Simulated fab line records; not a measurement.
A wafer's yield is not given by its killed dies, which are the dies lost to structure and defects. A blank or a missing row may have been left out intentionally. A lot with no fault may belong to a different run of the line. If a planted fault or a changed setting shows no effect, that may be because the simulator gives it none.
fab line records    flow n5-finfet
record: lots: 6  wafers: 16  last-day: 16
route steps=1938 shown BEOL_M7@1314 PASSIVATION@1936
lots that met no fault: from a run of the same line without faults
start-h: hours from the record's opening day to when the first of the lot's shown wafers began    wait-h: hours from the lot's prior step to this one    " as in the row above    L1.1+2: a row that stands for several wafers    - no value, or no start given    * or withheld: withheld    < > ~ a bound
route shown NAME@n: a module of which the file shows steps, and the number in the route of the first    usual: the fault-free wafers' mean and standard deviation    same: alike in all rows    chamber/n: place in a boat    sites: readings site by site    _std_site: how widely they spread, as a standard deviation    _edge_site: outer sites' mean less inner sites'    radius-mm: for every site, how far away it sits from the centre of the wafer    mask NAME#n: copy n    behind: the tool/chamber that last shaped the wafer    hold: why the lot went on hold/how many hours it stayed there/how the hold came to an end    device: the n, p or np transistor that did not switch    end of line: the route-end tests of the same wafers    a step without rows: its recipe alone    killed: count of dies lost to structure and defects at first sort (not the wafer's yield)    map: per-die view of a wafer (x killed, . not killed, _ where there is no die)
set.NAME: the setting the step ran with; set.NAME@STEP: the setting that earlier step ran with    model.NAME: the simulator's own value behind a step, which no gauge read
a table for each step, a row for each wafer; lots at some steps of the route
services: when a tool's chamber went out of use (start-h, in hours from the record's first day, below 0 if earlier), for how many hours, and the reason
== steps ==
step: N5_BEOL_M7_PRECLEAN_42
recipe: chemistry: residue-remover  time-s: 60  temp-c: 40
step: N5_BEOL_M7_SRD_43
recipe: time-s: 30  temp-c: 23  rinse-liquid: diw  dry: ipa-marangoni
step: N5_BEOL_M7_CD_MEAS_35
recipe: target-cd-nm: 40  polarity: opening
usual: cd-nm: 39.9/0.52
lot.wafer  tool       chamber  start-h  wait-h  cd-nm
L380.2     cd-sem-02  -        228.37   0.0     39.5
L380.5     "          -        "        "       39.9
L380.6     "          -        "        "       39.8
L382.2     cd-sem-03  -        249.42   0.0     40.6
L382.3     "          -        "        "       40.2
L382.6     "          -        "        "       40.4
L388.1     cd-sem-01  -        281.99   0.0     39.7
L388.4     "          -        "        "       39.4
L388.6     "          -        "        "       38.9
L389.3     cd-sem-01  -        294.94   0.0     39.9
L389.4     "          -        "        "       39.9
L392.1     cd-sem-02  -        302.36   0.0     40.7
L392.2     "          -        "        "       39.7
L392.5     "          -        "        "       40.5
L394.1     cd-sem-01  -        314.01   0.0     39.9
L394.5     "          -        "        "       40.7
step: N5_BEOL_M7_CURE_75
recipe: temp-c: 370  time-s: 120  ambient: DMADMS/He  material: SiCOH_lowk
usual: lamp-power-pct: 52.32/0.053  wafer_temp_C_max: 371.9/0.53
same: time-s: 120
lot.wafer  tool        chamber  start-h  wait-h  lamp-power-pct  wafer_temp_C_max
L380.2     uv-cure-01  0        228.46   0.1     52.32           371.7
L380.5     "           0        "        "       52.37           371.4
L380.6     "           0        "        "       52.42           371.5
L382.2     uv-cure-03  1        249.51   0.1     52.34           371.1
L382.3     "           1        "        "       52.28           371.4
L382.6     "           1        "        "       52.24           371.4
L388.1     uv-cure-01  0        282.04   0.0     52.28           371.8
L388.4     "           0        "        "       52.41           371.8
L388.6     "           0        "        "       52.31           371.9
L389.3     uv-cure-03  0        295.08   0.1     52.40           371.0
L389.4     "           0        "        "       52.27           370.8
L392.1     uv-cure-02  0        302.40   0.0     52.39           372.4
L392.2     "           0        "        "       52.44           372.3
L392.5     "           0        "        "       52.29           371.7
L394.1     uv-cure-03  1        314.06   0.0     52.36           371.9
L394.5     "           1        "        "       52.40           371.3
step: N5_BEOL_M7_DEGAS_44
recipe: ambient: vacuum  temp-c: 250  time-s: 60
usual: heater-power-w: 332/44  susceptor-temp-C: 250.02/0.17
same: time-s: 60
lot.wafer  tool            chamber  start-h  wait-h  heater-power-w  susceptor-temp-C
L380.2     pvd-sputter-01  -        228.82   0.3     295             249.66
L380.5     "               -        "        "       372             249.83
L380.6     "               -        "        "       331             250.15
L382.2     pvd-sputter-01  -        249.84   0.3     374             249.92
L382.3     "               -        "        "       321             250.04
L382.6     "               -        "        "       318             250.20
L388.1     pvd-sputter-01  -        282.43   0.3     377             249.86
L388.4     "               -        "        "       307             250.01
L388.6     "               -        "        "       311             249.86
L389.3     pvd-sputter-02  -        295.77   0.6     304             249.96
L389.4     "               -        "        "       437             250.13
L392.1     pvd-sputter-02  -        302.78   0.3     305             249.97
L392.2     "               -        "        "       435             250.00
L392.5     "               -        "        "       435             250.13
L394.1     pvd-sputter-02  -        314.82   0.7     287             250.08
L394.5     "               -        "        "       421             250.05
step: N5_BEOL_M7_PRE_CLEAN_45
recipe: gas: H2/He  time-s: 30  temp-c: 250
usual: heater-power-w: 331/43  susceptor-temp-C: 250.01/0.18
same: time-s: 30
lot.wafer  tool            chamber  start-h  wait-h  heater-power-w  susceptor-temp-C
L380.2     pvd-sputter-01  -        228.86   0.0     303             249.96
L380.5     "               -        "        "       377             249.99
L380.6     "               -        "        "       321             250.13
L382.2     pvd-sputter-01  -        249.88   0.0     366             249.96
L382.3     "               -        "        "       321             249.89
L382.6     "               -        "        "       323             250.01
L388.1     pvd-sputter-01  -        282.47   0.0     377             250.12
L388.4     "               -        "        "       308             250.22
L388.6     "               -        "        "       320             249.74
L389.3     pvd-sputter-02  -        295.81   0.0     308             250.02
L389.4     "               -        "        "       434             250.39
L392.1     pvd-sputter-02  -        302.82   0.0     302             250.03
L392.2     "               -        "        "       433             250.25
L392.5     "               -        "        "       438             250.22
L394.1     pvd-sputter-02  -        314.86   0.0     286             250.33
L394.5     "               -        "        "       427             250.15
step: N5_BEOL_M7_ALD_77
recipe: material: TaN  target-thk-a: 20  temp-c: 275  ald-precursor-family: PDMAT  ald-co-reactant: NH3  pressure-torr: 3  carrier-flow-sccm: 1500  pulse-time-s: 2  purge-time-s: 3  co-reactant-purge-time-s: 2  co-reactant-pulse-time-s: 3  ald-cycles: 40  precursor-vessel-temp-c: 75  precursor-vessel-pressure-torr: 26.25  precursor-vessel-carrier-sccm: 1000
step: N5_BEOL_M7_SURFACE_TREAT_79
recipe: gas: Ar  time-s: *  ion-energy-ev: *  ion-current-ma-cm2: 0.5  pressure-mtorr: *  ar-flow-sccm: 30
step: N5_BEOL_M7_CVD_78
recipe: material: Co  target-thk-a: 20  temp-c: withheld  precursor: CCTBA/H2  pressure-torr: 30  time-s: 142.3
step: N5_BEOL_M7_SPUTTER_48
recipe: material: Cu  target-thk-a: 100  temp-c: -20  bias-v: 60  power-w: 26000  chamber-pressure-pa: 0.13  time-s: 1.667
usual: susceptor-temp-C: -20.01/0.099  throttle-valve-pct: 30.3/1.3
same: time-s: 1.667
lot.wafer  tool            chamber  start-h  wait-h  susceptor-temp-C  throttle-valve-pct
L380.2     pvd-sputter-02  -        229.57   0.1     -20.04            29.2
L380.5     "               -        "        "       -20.18            29.2
L380.6     "               -        "        "       -20.04            29.9
L382.2     pvd-sputter-03  -        250.45   0.1     -19.94            32.1
L382.3     "               -        "        "       -20.20            31.3
L382.6     "               -        "        "       -19.86            32.3
L388.1     pvd-sputter-03  -        283.38   0.2     -20.03            28.5
L388.4     "               -        "        "       -19.81            32.1
L388.6     "               -        "        "       -19.96            32.1
L389.3     pvd-sputter-01  -        296.90   0.1     -20.02            31.3
L389.4     "               -        "        "       -20.05            28.4
L392.1     pvd-sputter-03  -        303.61   0.2     -20.18            31.5
L392.2     "               -        "        "       -20.10            31.9
L392.5     "               -        "        "       -19.75            28.7
L394.1     pvd-sputter-01  -        315.93   0.3     -19.91            28.4
L394.5     "               -        "        "       -19.98            30.5
step: N5_BEOL_M7_ECD_50
recipe: material: Cu  target-thk-a: 3000
step: N5_BEOL_M7_ANNEAL_51
recipe: temp-c: 225  time-s: 90  ambient: N2
usual: wafer_temp_C_max: 225.66/0.2
same: time-s: 90
lot.wafer  tool           chamber  start-h  wait-h  wafer_temp_C_max
L380.2     rtp-anneal-01  0        230.10   0.3     225.14
L380.5     "              0        "        "       225.44
L380.6     "              0        "        "       225.15
L382.2     rtp-anneal-01  0        250.82   0.2     225.81
L382.3     "              0        "        "       225.72
L382.6     "              0        "        "       225.87
L388.1     rtp-anneal-02  0        283.68   0.2     225.68
L388.4     "              0        "        "       225.95
L388.6     "              0        "        "       225.68
L389.3     rtp-anneal-02  0        297.30   0.2     225.50
L389.4     "              0        "        "       225.39
L392.1     rtp-anneal-01  0        303.86   0.1     225.34
L392.2     "              0        "        "       225.58
L392.5     "              0        "        "       225.75
L394.1     rtp-anneal-01  0        316.89   0.8     225.35
L394.5     "              0        "        "       225.78
step: N5_BEOL_M7_CMP_52
recipe: stop-on: SiCOH_lowk  t-overpolish-s: 6.9  down-force-psi: 1  platen-rpm: 50  clearing-platen-down-force-psi: 1.5  clearing-platen-rpm: 50  post-cmp-clean: cu-alkaline  target-thk-nm: 80  clearing-platen-pad-velocity-m-s: 0.99484  pad-velocity-m-s: 0.99484
usual: barrier-field-endpoint-s: 29.1/0.78  edge-zone-pressure-frac: 0.999/0.0047  motor-current-A: 6.0/0.65  overpolish-run-s: 6.900/0.0097  time-to-endpoint-s: 62/3.2
lot.wafer  tool    chamber  start-h  wait-h  barrier-field-endpoint-s  edge-zone-pressure-frac  motor-current-A  overpolish-run-s  time-to-endpoint-s
L380.2     cmp-04  0        230.43   0.3     28.6                      1.012                    6.7              6.886             61
L380.5     "       2        "        "       29.9                      1.008                    5.5              6.893             65
L380.6     "       3        "        "       28.7                      0.998                    6.1              6.899             60
L382.2     cmp-02  3        251.09   0.2     28.9                      0.996                    6.1              6.915             68
L382.3     "       1        "        "       28.1                      1.000                    5.8              6.890             63
L382.6     "       3        "        "       28.4                      0.997                    5.8              6.916             64
L388.1     cmp-04  2        284.07   0.3     29.6                      0.996                    5.4              6.893             65
L388.4     "       3        "        "       28.2                      1.000                    5.7              6.900             58
L388.6     "       0        "        "       28.4                      0.999                    6.4              6.915             61
L389.4     cmp-04  3        297.78   0.3     29.9                      0.997                    6.4              6.899             62
L389.3     "       0        "        "       15.8                      0.994                    6.7              6.923             33
L392.1     cmp-01  0        304.20   0.3     28.3                      1.000                    5.9              6.889             61
L392.2     "       1        "        "       28.8                      0.987                    6.7              6.894             61
L392.5     "       3        "        "       28.8                      1.007                    5.9              6.895             59
L394.1     cmp-04  3        317.19   0.3     29.6                      0.994                    5.8              6.893             62
L394.5     "       0        "        "       16.7                      1.003                    6.9              6.888             35
step: N5_PASSIVATION_PROBE_49
usual: defect-limited-yield: 91.4/1.5  killed_at_M0_to_M3: 34/10  killed_at_M4_up: 15/6  killed-at-contacts: 12/6  killed-at-front-end: 37/11  killed-at-other: 3.3/2.8  killed-dies: 101/18  killed-open: 66/14  killed-short: 33/7.8  sort_bin_5_function: 5.0/0.97  sort_bin_6_memory: 3.2/0.72  sort-n-pass: 1079/18  sort-yield-pct: 91.4/1.5
same: gross-dies: 1180  killed-at-back-side: 0  sort_bin_4_leakage[%]: 0  sort_bin_8_speed[%]: 0
lot.wafer  tool       chamber  start-h  wait-h  defect-limited-yield[%]  killed_at_M0_to_M3  killed_at_M4_up  killed-at-contacts  killed-at-front-end  killed-at-other  killed-dies  killed-open  killed-short  sort_bin_5_function[%]  sort_bin_6_memory[%]  sort-n-pass  sort-yield-pct[%]
L394.1     prober-02  -        385.86   0.0     91.0                     30                  5                16                  50                   5                106          66           38            5.0                     3.3                   1074         91.0
L394.5     prober-02  -        386.06   0.2     91.5                     28                  10               9                   43                   10               100          60           36            5.1                     2.9                   1080         91.5
L389.3     prober-02  -        386.55   0.1     91.1                     45                  24               12                  20                   4                105          70           32            5.4                     3.2                   1075         91.1
killed by level:class
L394.1 FIN_SAQP:geometric-particle:open=14 MOL_CONTACT_COAG:geometric-particle:open=13 BEOL_M0_SAQP:geometric-particle:short=8 BEOL_M3:geometric-particle:open=7 BEOL_M0_SAQP:geometric-particle:open=6 FIN_SAQP:geometric-particle:short=5 STI_FIN_REVEAL:geometric-particle:open=5 GATE_CUT:geometric-particle:short=5
L394.5 BEOL_M0_SAQP:geometric-particle:short=11 BEOL_M0_SAQP:geometric-particle:open=8 FIN_SAQP:geometric-particle:open=7 STI_FIN_REVEAL:geometric-particle:open=7 MOL_CONTACT_COAG:geometric-particle:open=6 BEOL_M3:geometric-particle:open=6 DUMMY_GATE:geometric-particle:open=5 BEOL_M4:geometric-particle:open=4
L389.3 BEOL_M4:geometric-particle:open=14 BEOL_M2:geometric-particle:open=11 MOL_CONTACT_COAG:geometric-particle:open=10 BEOL_M0_SAQP:geometric-particle:short=10 BEOL_M0_SAQP:geometric-particle:open=9 BEOL_M1:geometric-particle:open=6 GATE_CUT:geometric-particle:open=4 BEOL_M2:geometric-particle:short=4
== services ==
tool        chamber  start-h  hours  kind
uv-cure-02  -        206.66   14.6   pm
uv-cure-01  -        206.68   10.0   repair
uv-cure-03  -        215.20   9.7    repair
cmp-02      -        223.26   4.3    pm
uv-cure-03  -        224.93   2.1    pm
cmp-02      -        227.88   1.6    repair
uv-cure-03  -        233.21   6.0    pm
cmp-01      -        234.04   3.7    pm
cmp-04      -        236.65   5.7    pm
uv-cure-02  -        236.79   7.5    pm
uv-cure-01  -        250.82   9.8    repair
cmp-04      -        275.29   2.0    repair
cmp-01      -        288.82   1.2    repair
cmp-01      -        310.90   4.0    pm
cmp-01      -        314.90   -      consumable-replace:conditioner
cmp-01      -        314.90   -      consumable-replace:pad
== key ==
first-sign: step: N5_BEOL_M7_CMP_52  reading: barrier-field-endpoint-s  direction: down  sigmas: 17  usual: 29.1  struck: 16.2
effect: step: N5_BEOL_M7_CMP_52  reading: time-to-endpoint-s  direction: down  sigmas: 8.5  usual: *  struck: *
met-at N5_BEOL_M7_CMP_52
struck-wafers L389.3,L394.5
onset-between 284.07 297.78
fault: kind: process-parameter-drift  tool: cmp-04  chamber: -  onset-h: 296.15  steps: N5_BEOL_M7_CMP_52  channel: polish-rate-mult  offset: 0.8  shape: step  end-h: 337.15  scope: struck-wafers-only
